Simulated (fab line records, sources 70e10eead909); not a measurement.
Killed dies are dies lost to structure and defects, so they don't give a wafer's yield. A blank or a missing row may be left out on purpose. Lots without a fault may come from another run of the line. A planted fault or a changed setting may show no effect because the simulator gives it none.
Which tool did it? | flow nand_harc | 6 lots, 18 wafers sampled, at 1 step of a route of 1302

WHAT THE GAUGES READ, wafer by wafer
NHARC_A_ONON_D1_THK_MEAS_24: measures by ellipsometry.
lot  | measured     | on            | thk_nm (nm)
L164 | day 9 12:08  | film_metro-02 | 1004 1003 1002
L167 | day 10 23:21 | film_metro-01 | 1010 1011 1010
L174 | day 14 04:01 | film_metro-02 | 1000 999 1000
L176 | day 14 13:01 | film_metro-01 | 996 994 997
L182 | day 17 00:47 | film_metro-01 | 996 997 995
L183 | day 17 17:13 | film_metro-02 | 1002 1003 1002

WHICH TOOL RAN EACH LOT (tool, then ch and the chambers of the sampled wafers, then the start)
The record holds no process step before these readings.

THE ANSWER, worked out from the rows above alone
Rule: what is usual is taken from the lots themselves. Put in order of their means at a reading, lots are off if they are a third of the lots or fewer, leave a main group of 4 or more, and stand apart from it by a gap of 3 or more times the standard deviation of the main group's means; of several such gaps the widest counts. A main group whose means are all the same, to the digits that the tables above print for the reading, isn't used. A lot without any number at a reading at which 4 lots or more have one is off too. The other lots that the step has rows for count as sound.
No lot is off at any reading shown: from this, nothing can be told.

WHAT THE SIMULATOR HAD PUT IN
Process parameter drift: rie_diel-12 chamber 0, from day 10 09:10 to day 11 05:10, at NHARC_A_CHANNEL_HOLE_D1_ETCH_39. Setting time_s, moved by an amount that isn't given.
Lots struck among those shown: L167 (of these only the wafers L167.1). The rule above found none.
